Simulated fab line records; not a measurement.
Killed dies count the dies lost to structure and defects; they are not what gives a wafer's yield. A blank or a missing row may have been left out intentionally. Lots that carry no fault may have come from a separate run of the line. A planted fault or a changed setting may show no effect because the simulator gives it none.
What tool caused it?	flow nand-harc	37 wafers from 13 lots sampled at 5 of the route's 1302 steps

## WHAT THE GAUGES READ, wafer by wafer
NHARC_END_SORT_01.
lot	measured	on	killed-at-array	killed-at-other	killed-at-periphery	killed-dies	killed-open	killed-short
L647	day 25 07:03	prober-02	87 58 51	0 0 1	3 2 4	90 60 56	5 4 1	2 3 6
L650	day 26 02:43	prober-01	81 91 90	2 3 2	4 1 3	87 95 95	4 2 2	3 3 2
L651	day 26 08:52	prober-01	34 31 33	2 1 2	3 5 2	39 37 37	5 4 2	5 2 1
L652	day 26 21:58	prober-02	56 51 56	0 1 2	4 1 4	60 53 62	4 3 1	5 0 0
L655	day 28 09:17	prober-01	56 57 52	0 3 1	3 3 4	59 63 57	2 2 5	3 1 1
L657	day 29 07:17	prober-01	89 82 95	0 0 1	3 6 5	92 88 101	4 6 2	3 4 6
L658	day 29 07:20	prober-02	66 75 65	1 2 2	2 1 3	69 78 70	3 6 5	1 2 2
L659	day 30 07:57	prober-01	46 53 59	2 1 2	7 387 350	55 441 411	4 3 3	1 1 4
L661	day 30 15:12	prober-02	82 83	0 0	4 348	86 431	4 3	5 2
L662	day 32 07:38	prober-02	77 75	1 0	5 361	83 436	4 0	3 5
L664	day 33 03:43	prober-01	69 78 91	0 0 0	5 3 8	74 81 99	2 3 4	1 3 2
L668	day 33 13:04	prober-02	35 25 30	2 2 1	7 6 3	44 33 34	5 6 3	3 2 3
L669	day 33 20:02	prober-02	23 23 25	3 2 3	5 2 3	31 27 31	2 7 2	2 0 3

## EACH LOT AND THE TOOL THAT RAN IT (in order: tool; ch and the chambers of the sampled wafers; start)
lot	NHARC_P_GATE_RTA_82	NHARC_P_CONTACT_CMP_01	NHARC_P_CONTACT_ETCH_36	NHARC_P_CONTACT_STRIP_28
L647	rtp-anneal-01 ch 0, day 6 11:35	cmp-04 ch 0,1,2, day 6 12:35	rie-diel-13 ch 0,3, day 6 13:38	rie-diel-12 ch 1,2,3, day 6 14:25
L650	rtp-anneal-01 ch 0, day 7 18:30	cmp-04 ch 0,2,3, day 7 19:25	rie-diel-13 ch 0,1,2, day 7 20:33	rie-diel-12 ch 2,3, day 7 21:18
L651	rtp-anneal-02 ch 0, day 7 19:30	cmp-04 ch 1,2,3, day 7 20:29	rie-diel-12 ch 1,2,3, day 7 21:41	rie-diel-10 ch 0,1,3, day 7 22:28
L652	rtp-anneal-01 ch 0, day 8 05:28	cmp-01 ch 0,2, day 8 06:26	rie-diel-12 ch 0,2,3, day 8 07:34	rie-diel-10 ch 1,2, day 8 08:17
L655	rtp-anneal-01 ch 0, day 9 20:59	cmp-02 ch 0,2,3, day 9 22:04	rie-diel-12 ch 1,2,3, day 9 23:15	rie-diel-13 ch 0,2, day 10 00:05
L657	rtp-anneal-02 ch 0, day 10 13:04	cmp-01 ch 0,1,3, day 10 14:17	rie-diel-12 ch 1,2, day 10 15:31	rie-diel-12 ch 1,2, day 10 16:25
L658	rtp-anneal-01 ch 0, day 10 17:37	cmp-01 ch 0,2,3, day 10 18:35	rie-diel-13 ch 1,2,3, day 10 19:49	rie-diel-10 ch 1,2,3, day 10 20:33
L659	rtp-anneal-01 ch 0, day 11 14:56	cmp-04 ch 0,1,3, day 11 16:11	rie-diel-13 ch 2,3, day 11 17:20	rie-diel-10 ch 0,2, day 11 18:07
L661	rtp-anneal-02 ch 0, day 12 08:59	cmp-04 ch 1, day 12 09:59	rie-diel-13 ch 2, day 12 11:02	rie-diel-13 ch 3, day 12 11:53
L662	rtp-anneal-02 ch 0, day 13 04:02	cmp-01 ch 1,2, day 13 05:15	rie-diel-13 ch 0,3, day 13 06:25	rie-diel-10 ch 1, day 13 07:10
L664	rtp-anneal-01 ch 0, day 13 13:32	cmp-01 ch 0,1, day 13 14:26	rie-diel-10 ch 1,2,3, day 13 15:43	rie-diel-10 ch 0,1, day 13 16:23
L668	rtp-anneal-01 ch 0, day 14 21:14	cmp-01 ch 0,1,2, day 14 22:11	rie-diel-10 ch 1,2,3, day 14 23:25	rie-diel-13 ch 1,2,3, day 15 00:09
L669	rtp-anneal-02 ch 0, day 15 09:39	cmp-02 ch 0,1,2, day 15 10:38	rie-diel-10 ch 1,2,3, day 15 11:49	rie-diel-12 ch 0,2, day 15 12:35
- NHARC_P_GATE_RTA_82: time 30 s.
- NHARC_P_CONTACT_CMP_01: polishes SiO2, target thk 200 nm.
- NHARC_P_CONTACT_ETCH_36: etches the open film in N2/H2, target depth 260 nm, time 406.25 s.
- NHARC_P_CONTACT_STRIP_28: strips in O2.

## AS READ BY THE TOOLS THEMSELVES (means over the sampled wafers that have a number; for cases with no such wafer, the mark the record gives instead)
NHARC_P_GATE_RTA_82.
lot	tool	lamp-power-pct (%)	wafer_temp_C_max
L647	rtp-anneal-01	3.66	452.2
L650	rtp-anneal-01	3.66	452.5
L651	rtp-anneal-02	4.12	452.6
L652	rtp-anneal-01	3.67	452.3
L655	rtp-anneal-01	3.67	452.5
L657	rtp-anneal-02	4.12	452.6
L658	rtp-anneal-01	3.66	452.3
L659	rtp-anneal-01	3.67	452.2
L661	rtp-anneal-02	4.12	451.8
L662	rtp-anneal-02	4.13	453.4
L664	rtp-anneal-01	3.67	452.3
L668	rtp-anneal-01	3.66	451.5
L669	rtp-anneal-02	4.12	452.7

NHARC_P_CONTACT_CMP_01.
lot	tool	edge-zone-pressure-frac	motor-current-A (A)
L647	cmp-04	1.000	12.3
L650	cmp-04	0.995	12.3
L651	cmp-04	0.999	13.3
L652	cmp-01	1.004	11.8
L655	cmp-02	1.001	11.0
L657	cmp-01	0.996	12.7
L658	cmp-01	0.996	12.9
L659	cmp-04	1.001	12.4
L661	cmp-04	0.993	13.7
L662	cmp-01	1.006	11.6
L664	cmp-01	0.995	11.8
L668	cmp-01	1.000	11.5
L669	cmp-02	1.002	11.8

NHARC_P_CONTACT_ETCH_36.
lot	tool	drypump-motor-current-A (A)	oes-product-au (a.u.)	rf-vpp-V (V)	showerhead-plenum-p-Torr (Torr)	throttle-valve-pct (%)
L647	rie-diel-13	6.1	0.993	427	1.95	14.169
L650	rie-diel-13	5.9	0.997	428	1.97	14.173
L651	rie-diel-12	5.5	0.997	431	2.10	14.177
L652	rie-diel-12	5.7	1.000	434	2.17	14.168
L655	rie-diel-12	5.5	0.992	433	2.10	14.174
L657	rie-diel-12	5.4	1.000	430	2.02	14.173
L658	rie-diel-13	5.9	1.005	428	1.95	14.175
L659	rie-diel-13	6.3	0.898	428	1.95	14.178
L661	rie-diel-13	6.7	0.942	430	2.04	14.175
L662	rie-diel-13	6.1	0.908	427	1.93	14.174
L664	rie-diel-10	5.5	0.990	431	2.08	14.168
L668	rie-diel-10	5.6	0.989	432	2.08	14.170
L669	rie-diel-10	5.6	0.995	431	2.08	14.173

NHARC_P_CONTACT_STRIP_28.
lot	tool	drypump-motor-current-A (A)	oes-product-au (a.u.)	rf-vpp-V (V)	showerhead-plenum-p-Torr (Torr)	throttle-valve-pct (%)
L647	rie-diel-12	5.5	0.995	58.0	3.62	17.038
L650	rie-diel-12	5.3	1.004	59.1	3.74	17.044
L651	rie-diel-10	5.6	1.006	58.2	3.66	17.031
L652	rie-diel-10	5.7	0.981	58.4	3.51	17.044
L655	rie-diel-13	6.3	0.991	57.8	3.45	17.043
L657	rie-diel-12	5.5	0.993	57.2	3.49	17.037
L658	rie-diel-10	5.6	0.996	58.0	3.59	17.027
L659	rie-diel-10	5.7	0.990	58.0	3.67	17.030
L661	rie-diel-13	6.1	0.980	57.4	3.32	17.040
L662	rie-diel-10	5.7	0.997	56.3	3.47	17.038
L664	rie-diel-10	5.7	0.997	57.6	3.65	17.032
L668	rie-diel-13	5.9	0.995	57.0	3.38	17.041
L669	rie-diel-12	5.5	1.019	57.3	3.72	17.034

## THE ANSWER, worked out from the rows above alone
Rule: the usual values come from the lots themselves. Put in order of their means at a reading, lots are off if they are a third of the lots or fewer, leave a main group of 4 or more, and stand apart from it by a gap of 3 or more times the standard deviation of the main group's means; of several such gaps the widest counts. A main group whose means are all the same, to the digits that the tables above print for the reading, isn't used. A lot without any number at a reading at which 4 lots or more have one is off too. The other lots that the step has rows for count as sound. The gauges are gone through in route order, then the tools' own readings, and for those a lot's mean is taken as printed above. The first step at which some lot is off is used, and at that step the reading that is off furthest; a lot without a number counts as furthest.
Off: L659, L661, L662 (NHARC_END_SORT_01, killed-at-periphery). The main group has a mean of 3.6 with a standard deviation of 1.1.
If a tool, at a process step before that reading, ran all the lots that are off and no sound lot after the first of them, it fits. The gauges at NHARC_END_SORT_01 aren't tried: what is off there is off at NHARC_P_CONTACT_ETCH_36 too, on other tools, and a gauge's error can't cause that. One fits: rie-diel-13 at NHARC_P_CONTACT_ETCH_36. A fault onset in the window from L658 (day 10 19:49, its last sound lot) to L659 (day 11 17:20, its first lot off) fits.
The tool's own readings at NHARC_P_CONTACT_ETCH_36 bear it out: on the lots that are off they differ by more than 5 times the standard deviation of the sound lots' means. oes-product-au reads 0.916 a.u. there against 0.996 a.u. on the sound lots.

## WHAT THE SIMULATOR PUT IN
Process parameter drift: rie-diel-13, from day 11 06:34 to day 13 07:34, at NHARC_P_CONTACT_ETCH_36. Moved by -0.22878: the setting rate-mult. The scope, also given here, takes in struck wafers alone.
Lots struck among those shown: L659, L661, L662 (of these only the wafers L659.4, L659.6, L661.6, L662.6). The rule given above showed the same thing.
